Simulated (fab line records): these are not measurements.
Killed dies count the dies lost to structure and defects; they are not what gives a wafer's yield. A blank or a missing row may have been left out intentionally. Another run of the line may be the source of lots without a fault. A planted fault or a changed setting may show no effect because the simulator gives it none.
fab line records	flow n5Finfet
record lots=7	wafers=20	lastDay=19
route steps=1938 shown BEOL_M9@1448 PASSIVATION@1936
lots that met no fault: taken from a fault-free run of the same line
startH: the number of hours between the record's first day and the start of the first shown wafer of the lot	waitH: hours from the lot's prior step to this one	" as in the row above	L1.1+2: a row that stands for several wafers	- no value, or no start was given	* or withheld: withheld	< > ~ a bound
route shown NAME@n: names a module that has steps shown in the file, with the first one's number in the route	usual: mean and standard deviation over wafers with no fault	same: alike in all rows	chamber/n: place in a boat	sites: the reading at each site	_std_site: how widely they spread, as a standard deviation	_edge_site: outer sites' mean less inner sites'	radiusMm: how far each site lies from the wafer's centre	mask NAME#n: copy n	behind: the most recent tool/chamber to have shaped the wafer	hold: why the lot was held/for how many hours/how that ended	device: whichever transistor did not switch (one of n, p or np)	end of line: tests run on the same wafers once the route is complete	step lacking rows: just its recipe	killed: count of dies lost to structure and defects at first sort (not the wafer's yield)	map: dies across one wafer; x = killed, . = not, _ = none there
set.NAME: the setting as run; set.NAME@STEP: as run at that earlier step	model.NAME: the simulator's own value behind a step, which no gauge read
lots seen at some steps along the route; tables by step, rows by wafer
services: a tool's chamber out of use, with start hour (startH, from the record's first day; less than 0 if before it), hours out, and reason
## steps
# step N5_BEOL_M9_STRIP_80
# recipe chemistry=N2/H2	timeS=10	powerW=450	tempC=40	pressureMtorr=20	rfFrequencyHz=6e+07	biasPowerW=7	n2FlowSccm=200	h2FlowSccm=200
# usual biasPowerW=7.001/0.022	drypumpMotorCurrentA=5.7/0.54	h2FlowSccm=199.9/0.54	oesProductAu=0.77/0.065	rfVppV=59.1/0.83	showerheadPlenumPTorr=2.53/0.078	tempC=40.01/0.11	throttleValvePct=23.63/0.3
lot.wafer	tool	chamber	startH	waitH	biasPowerW	drypumpMotorCurrentA	h2FlowSccm	oesProductAu	rfHoursCounterH	rfVppV	showerheadPlenumPTorr	tempC	throttleValvePct
L968.1	rieDiel-06	3	-	-	6.968	6.0	199.4	0.75	175	60.0	2.52	39.94	23.50
L968.2	"	1	"	"	6.991	5.2	199.7	0.88	40	60.8	2.59	39.92	23.90
L968.4	"	2	"	"	7.024	6.0	199.9	0.73	184	59.2	2.63	40.15	23.60
L969.1	rieDiel-06	0	-	-	7.000	6.6	199.5	0.87	64	57.9	2.59	39.90	23.21
L969.2	"	2	"	"	6.988	5.9	200.4	0.73	188	59.4	2.63	40.15	23.60
L969.4	"	1	"	"	7.007	5.2	199.2	0.87	44	59.5	2.59	40.15	23.92
L972.1	rieDiel-06	2	-	-	6.969	5.9	200.1	0.72	192	59.5	2.63	39.90	23.61
L972.2	"	3	"	"	7.011	6.0	199.9	0.74	183	59.2	2.51	40.01	23.53
L972.3	"	0	"	"	7.026	6.6	199.2	0.86	68	59.3	2.59	40.24	23.21
L973.1	rieDiel-03	1	-	-	7.042	5.0	200.0	0.79	128	57.3	2.45	39.96	23.99
L973.3	"	0	"	"	6.992	5.5	199.9	0.88	46	59.8	2.59	40.03	23.52
L973.4	"	3	"	"	6.997	4.7	199.6	0.75	163	59.0	2.43	39.95	24.03
L971.3	rieDiel-03	1	-	-	6.983	5.0	199.8	0.79	130	58.2	2.45	40.18	23.99
L971.6	"	2	"	"	6.993	5.1	200.8	0.76	-	59.4	2.56	39.85	23.77
L981.3	rieDiel-01	2	-	-	6.965	5.9	199.1	0.74	161	59.2	2.63	39.99	23.47
L981.4	"	1	"	"	7.049	5.8	201.2	0.67	248	58.9	2.41	39.96	23.92
L981.6	"	3	"	"	7.008	6.3	199.2	0.80	-	59.8	2.44	40.19	23.12
L984.1	rieDiel-01	0	-	-	6.962	6.1	200.1	0.67	234	59.6	2.51	40.12	23.87
L984.2	"	3	"	"	7.006	6.2	200.7	0.79	105	59.6	2.44	40.08	23.13
L984.6	"	3	"	"	6.988	6.3	199.7	0.79	-	58.2	2.44	40.14	23.13
# step N5_BEOL_M9_OCD_MEAS_38
# usual trenchDepthNm=150.6/2.9
lot.wafer	tool	chamber	startH	waitH	trenchDepthNm
L968.1	ocd-02	-	277.40	-	145.8
L968.2	"	-	"	"	155.8
L968.4	"	-	"	"	148.6
L969.1	ocd-02	-	288.58	-	150.3
L969.2	"	-	"	"	147.4
L969.4	"	-	"	"	156.6
L972.1	ocd-02	-	296.57	-	147.7
L972.2	"	-	"	"	148.1
L972.3	"	-	"	"	150.1
L973.1	ocd-02	-	304.28	-	153.5
L973.3	"	-	"	"	150.4
L973.4	"	-	"	"	150.0
L971.3	ocd-02	-	310.05	-	157.1
L971.6	"	-	"	"	154.6
L981.3	ocd-02	-	373.95	-	149.4
L981.4	"	-	"	"	153.3
L981.6	"	-	"	"	150.4
L984.1	ocd-02	-	384.12	-	147.6
L984.2	"	-	"	"	148.9
L984.6	"	-	"	"	150.1
# step N5_BEOL_M9_HM_STRIP_39
# recipe chemistry=peroxideTinStrip	material=TiN	targetDepthA=250	tempC=50	timeS=158
# step N5_BEOL_M9_SRD_40
# recipe timeS=30	tempC=23	rinseLiquid=diw	dry=ipaMarangoni
# step N5_BEOL_M9_PRECLEAN_42
# recipe chemistry=residueRemover	timeS=60	tempC=40
# step N5_BEOL_M9_SRD_43
# recipe timeS=30	tempC=23	rinseLiquid=diw	dry=ipaMarangoni
# step N5_BEOL_M9_CD_MEAS_35
# recipe targetCdNm=70	targetCdYNm=40	polarity=opening
# usual cdNm=70.1/0.62
lot.wafer	tool	chamber	startH	waitH	cdNm
L968.1	cdSem-01	-	277.56	0.0	70.8
L968.2	"	-	"	"	69.9
L968.4	"	-	"	"	70.0
L969.1	cdSem-03	-	288.74	0.0	70.0
L969.2	"	-	"	"	69.5
L969.4	"	-	"	"	69.9
L972.1	cdSem-03	-	296.72	0.0	69.7
L972.2	"	-	"	"	70.0
L972.3	"	-	"	"	70.2
L973.1	cdSem-01	-	304.43	0.0	69.9
L973.3	"	-	"	"	69.8
L973.4	"	-	"	"	70.3
L971.3	cdSem-01	-	310.21	0.0	69.6
L971.6	"	-	"	"	69.7
L981.3	cdSem-01	-	374.10	0.0	70.5
L981.4	"	-	"	"	70.5
L981.6	"	-	"	"	70.3
L984.1	cdSem-01	-	384.27	0.0	70.3
L984.2	"	-	"	"	70.5
L984.6	"	-	"	"	70.3
# step N5_BEOL_M9_CURE_72
# recipe tempC=370	timeS=120	ambient=DMADMS/He	material=SiCOH_lowk
# step N5_BEOL_M9_DEGAS_44
# recipe ambient=vacuum	tempC=250	timeS=60
# step N5_BEOL_M9_PRE_CLEAN_45
# recipe gas=H2/He	timeS=30	tempC=250
# usual heaterPowerW=341/36
lot.wafer	tool	chamber	startH	waitH	heaterPowerW
L968.1	pvdSputter-03	-	278.37	0.0	290
L968.2	"	-	"	"	383
L968.4	"	-	"	"	325
L969.1	pvdSputter-02	-	292.36	0.0	363
L969.2	"	-	"	"	346
L969.4	"	-	"	"	298
L972.1	pvdSputter-01	-	299.12	0.0	362
L972.2	"	-	"	"	326
L972.3	"	-	"	"	286
L973.1	pvdSputter-02	-	305.22	0.0	343
L973.3	"	-	"	"	366
L973.4	"	-	"	"	302
L971.3	pvdSputter-02	-	311.00	0.0	410
L971.6	"	-	"	"	342
L981.3	pvdSputter-03	-	374.52	0.0	292
L981.4	"	-	"	"	381
L981.6	"	-	"	"	371
L984.1	pvdSputter-03	-	384.82	0.0	319
L984.2	"	-	"	"	375
L984.6	"	-	"	"	376
# step N5_BEOL_M9_ALD_74
# recipe material=TaN	targetThkA=20	tempC=275	aldPrecursorFamily=PDMAT	aldCoReactant=NH3	pressureTorr=3	carrierFlowSccm=1500	pulseTimeS=2	purgeTimeS=3	coReactantPurgeTimeS=2	coReactantPulseTimeS=3	aldCycles=40	precursorVesselTempC=75	precursorVesselPressureTorr=26.25	precursorVesselCarrierSccm=1000
# usual heaterPowerW=403/50	mfcCarrierSccm=1500/4.1
# same coReactantPurgeTimeS=2
lot.wafer	tool	chamber	startH	waitH	heaterPowerW	mfcCarrierSccm
L968.1	aldMetal-01	1	278.45	0.1	326	1501
L968.2	"	3	"	"	408	1500
L968.4	"	2	"	"	438	1504
L969.1	aldMetal-01	2	292.42	0.0	434	1499
L969.2	"	3	"	"	397	1496
L969.4	"	0	"	"	473	1498
L972.1	aldMetal-01	2	299.26	0.1	426	1504
L972.2	"	0	"	"	477	1496
L972.3	"	1	"	"	329	1505
L973.1	aldMetal-02	2	305.30	0.1	366	1497
L973.3	"	0	"	"	360	1499
L973.4	"	1	"	"	335	1500
L971.3	aldMetal-04	3	311.10	0.1	443	1501
L971.6	"	0	"	"	411	1506
L981.3	aldMetal-01	1	374.58	0.0	329	1501
L981.4	"	2	"	"	431	1503
L981.6	"	3	"	"	406	1501
L984.1	aldMetal-04	0	384.88	0.0	377	1502
L984.2	"	2	"	"	386	1499
L984.6	"	3	"	"	436	1503
# step N5_BEOL_M9_SURFACE_TREAT_79
# recipe gas=Ar	timeS=*	ionEnergyEv=*	ionCurrentMaCm2=0.5	pressureMtorr=*	arFlowSccm=30
# usual throttleValvePct=*
lot.wafer	tool	chamber	startH	waitH	throttleValvePct
L968.1	pvdSputter-03	-	278.75	0.2	*
L968.2	"	-	"	"	*
L968.4	"	-	"	"	*
L969.1	pvdSputter-03	-	292.72	0.2	*
L969.2	"	-	"	"	*
L969.4	"	-	"	"	*
L972.1	pvdSputter-02	-	299.55	0.2	*
L972.2	"	-	"	"	*
L972.3	"	-	"	"	*
L973.1	pvdSputter-03	-	305.60	0.2	*
L973.3	"	-	"	"	*
L973.4	"	-	"	"	*
L971.3	pvdSputter-02	-	311.64	0.4	*
L971.6	"	-	"	"	*
L981.3	pvdSputter-03	-	374.94	0.2	*
L981.4	"	-	"	"	*
L981.6	"	-	"	"	*
L984.1	pvdSputter-02	-	385.51	0.5	*
L984.2	"	-	"	"	*
L984.6	"	-	"	"	*
# step N5_BEOL_M9_CVD_78
# recipe material=Co	targetThkA=20	tempC=withheld	precursor=CCTBA/H2	pressureTorr=30	timeS=138.9
# usual runLengthS=161.5/0.47
lot.wafer	tool	chamber	startH	waitH	runLengthS
L968.1	cvdCo-02	2	279.04	0.3	161.5
L968.2	"	0	"	"	160.5
L968.4	"	0	"	"	160.9
L969.1	cvdCo-01	2	292.80	0.1	161.3
L969.2	"	1	"	"	161.7
L969.4	"	1	"	"	161.8
L972.1	cvdCo-01	1	299.64	0.1	289.5
L972.2	"	0	"	"	161.7
L972.3	"	2	"	"	161.4
L973.1	cvdCo-01	1	305.66	0.0	289.1
L973.3	"	2	"	"	161.6
L973.4	"	1	"	"	161.4
L971.3	cvdCo-01	2	312.07	0.4	161.2
L971.6	"	2	"	"	288.8
L981.3	cvdCo-02	0	375.03	0.1	160.6
L981.4	"	0	"	"	161.1
L981.6	"	1	"	"	162.2
L984.1	cvdCo-02	2	385.57	0.0	161.4
L984.2	"	1	"	"	162.0
L984.6	"	0	"	"	160.7
# step N5_BEOL_M9_SPUTTER_48
# recipe material=Cu	targetThkA=120	tempC=-20	biasV=60	powerW=26000	chamberPressurePa=0.13	timeS=2
# usual biasV=60.0/0.57	substrateTempC=-19.98/0.11	throttleValvePct=30.3/0.98
lot.wafer	tool	chamber	startH	waitH	biasV	substrateTempC	throttleValvePct
L968.1	pvdSputter-03	-	279.25	0.2	59.2	-19.85	31.5
L968.2	"	-	"	"	59.6	-20.02	31.3
L968.4	"	-	"	"	60.5	-20.12	30.2
L969.1	pvdSputter-01	-	293.04	0.2	59.6	-20.05	30.3
L969.2	"	-	"	"	59.5	-19.98	30.3
L969.4	"	-	"	"	59.8	-20.10	30.6
L972.1	pvdSputter-02	-	299.81	0.1	59.4	-19.90	29.5
L972.2	"	-	"	"	60.5	-19.99	30.4
L972.3	"	-	"	"	59.6	-20.15	32.0
L973.1	pvdSputter-02	-	305.82	0.1	61.2	-19.96	29.6
L973.3	"	-	"	"	60.8	-20.19	32.0
L973.4	"	-	"	"	59.7	-20.04	30.3
L971.3	pvdSputter-02	-	312.42	0.3	60.0	-19.77	30.4
L971.6	"	-	"	"	60.5	-20.09	32.1
L981.3	pvdSputter-01	-	376.43	1.3	59.5	-20.07	29.9
L981.4	"	-	"	"	59.4	-19.98	28.0
L981.6	"	-	"	"	60.8	-20.26	27.8
L984.1	pvdSputter-02	-	385.71	0.1	59.8	-20.04	29.6
L984.2	"	-	"	"	61.2	-19.92	30.6
L984.6	"	-	"	"	60.7	-20.00	30.4
# step N5_PASSIVATION_PROBE_49
# usual defectLimitedYield=91.6/1.4	killed_at_M0_to_M3=35/10	killed_at_M4_up=13/4.8	killedAtContacts=12/7.2	killedAtFrontEnd=36/12	killedAtOther=4/3.1	killedDies=100/17	killedOpen=66/13	killedShort=32/7.3	sort_bin_5_function=5.0/0.94	sort_bin_6_memory=3.1/0.67	sortNPass=1080/17	sortYieldPct=91.6/1.4
# same grossDies=1180	killedAtBackSide=0	sort_bin_4_leakage[%]=0	sort_bin_8_speed[%]=0
lot.wafer	tool	chamber	startH	waitH	defectLimitedYield[%]	killed_at_M0_to_M3	killed_at_M4_up	killedAtContacts	killedAtFrontEnd	killedAtOther	killedDies	killedOpen	killedShort	sort_bin_5_function[%]	sort_bin_6_memory[%]	sortNPass	sortYieldPct[%]
L968.1	prober-01	-	356.78	0.0	92.5	23	9	12	38	7	89	58	30	3.9	3.4	1091	92.5
L968.2	prober-01	-	356.83	0.1	91.6	29	20	12	36	2	99	62	37	4.7	3.6	1081	91.6
L968.4	prober-01	-	356.93	0.2	92.4	25	10	9	42	4	90	57	33	4.2	3.1	1090	92.4
L969.1	prober-02	-	371.37	0.0	91.8	22	17	17	38	3	97	71	26	5.0	2.6	1083	91.8
L969.2	prober-02	-	371.42	0.1	90.9	21	14	10	62	0	107	71	35	5.6	3.1	1073	90.9
L969.4	prober-02	-	371.52	0.2	90.7	19	14	9	65	3	110	71	39	5.8	3.1	1070	90.7
L971.6	prober-01	-	389.85	0.3	93.0	23	15	14	31	0	83	53	30	3.9	3.0	1097	93.0
# killed by level:class
L968.1 MOL_CONTACT_COAG:geometricParticle:open=11 STI_FIN_REVEAL:geometricParticle:open=8 FIN_SAQP:geometricParticle:short=7 BEOL_M0_SAQP:geometricParticle:short=5 BEOL_M1:geometricParticle:open=5 FIN_SAQP:geometricParticle:open=4 DUMMY_GATE:geometricParticle:open=4 BEOL_M0_SAQP:geometricParticle:open=4
L968.2 STI_FIN_REVEAL:geometricParticle:open=17 BEOL_M4:geometricParticle:open=9 MOL_CONTACT_COAG:geometricParticle:open=8 BEOL_M0_SAQP:geometricParticle:short=8 BEOL_M1:geometricParticle:open=8 STARTING-WAFER:geometricParticle:short=4 FIN_SAQP:geometricParticle:open=4 MOL_CONTACT_COAG:geometricParticle:short=4
L968.4 FIN_SAQP:geometricParticle:open=13 BEOL_M0_SAQP:geometricParticle:short=12 STI_FIN_REVEAL:geometricParticle:open=10 BEOL_M0_SAQP:geometricParticle:open=7 MOL_CONTACT_COAG:geometricParticle:open=6 FIN_SAQP:geometricParticle:short=3 MOL_CONTACT_COAG:geometricParticle:short=3 BEOL_M1:geometricParticle:open=3
L969.1 MOL_CONTACT_COAG:geometricParticle:open=14 BEOL_M4:geometricParticle:open=13 STI_FIN_REVEAL:geometricParticle:open=12 BEOL_M2:geometricParticle:open=10 FIN_SAQP:geometricParticle:open=5 STI_FIN_REVEAL:geometricParticle:short=4 ILD0:geometricParticle:open=4 ILD0:geometricParticle:short=3
L969.2 STI_FIN_REVEAL:geometricParticle:open=22 FIN_SAQP:geometricParticle:open=6 MOL_CONTACT_COAG:geometricParticle:open=6 BEOL_M4:geometricParticle:open=6 BEOL_M0_SAQP:geometricParticle:open=6 STI_FIN_REVEAL:geometricParticle:short=5 STARTING-WAFER:geometricParticle:short=5 FIN_SAQP:geometricParticle:short=4
L969.4 STI_FIN_REVEAL:geometricParticle:open=17 FIN_SAQP:geometricParticle:short=13 MOL_CONTACT_COAG:geometricParticle:open=9 DUMMY_GATE:geometricParticle:open=7 BEOL_M4:geometricParticle:open=7 FIN_SAQP:geometricParticle:open=6 BEOL_M1:geometricParticle:open=6 STI_FIN_REVEAL:geometricParticle:short=5
L971.6 MOL_CONTACT_COAG:geometricParticle:open=9 BEOL_M4:geometricParticle:open=7 BEOL_M0_SAQP:geometricParticle:open=6 BEOL_M0_SAQP:geometricParticle:short=6 STARTING-WAFER:geometricParticle:open=6 FIN_SAQP:geometricParticle:short=5 STI_FIN_REVEAL:geometricParticle:open=5 MOL_CONTACT_COAG:geometricParticle:short=5
## services
tool	chamber	startH	hours	kind
cvdCo-01	2	254.90	3.5	repair
cvdCo-02	-	255.23	0.4	repair
rieDiel-03	2	257.70	2.6	repair
pvdSputter-01	-	272.01	0.5	repair
rieDiel-03	-	281.46	14.6	pm
cvdCo-02	-	305.78	6.9	pm
aldMetal-01	0	317.79	4.0	repair
cvdCo-01	-	321.62	1.0	repair
aldMetal-04	0	325.42	3.8	repair
aldMetal-04	-	325.85	1.7	repair
cvdCo-01	1	333.33	-	clean
cvdCo-01	1	333.33	22.0	scheduledDown
cvdCo-01	1	333.33	22.0	ventCycle
aldMetal-04	-	337.25	14.0	pm
aldMetal-02	-	345.13	1.2	pm
rieDiel-03	0	348.81	7.2	repair
aldMetal-01	2	353.41	9.2	repair
pvdSputter-02	-	375.57	6.0	repair
pvdSputter-03	-	378.12	2.5	repair
rieDiel-01	1	381.93	-	clean
rieDiel-01	1	381.93	-	consumableReplace:focusRing
rieDiel-01	1	381.93	-	consumableReplace:showerhead
rieDiel-01	1	381.93	34.8	scheduledDown
rieDiel-01	1	381.93	34.8	ventCycle
## key
firstSign step=N5_BEOL_M9_CVD_78	reading=runLengthS	direction=up	sigmas=99+	usual=*	struck=*
effect none on later readings
metAt N5_BEOL_M9_CVD_78
struckWafers L971.6,L972.1,L973.1
onsetBetween 292.80 299.64
fault kind=processParameterDrift	tool=cvdCo-01	chamber=-	onsetH=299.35	steps=N5_BEOL_M9_CVD_78	channel=timeS	offset=*	shape=step	endH=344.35	scope=struckWafersOnly	actsIn=*	stated=*
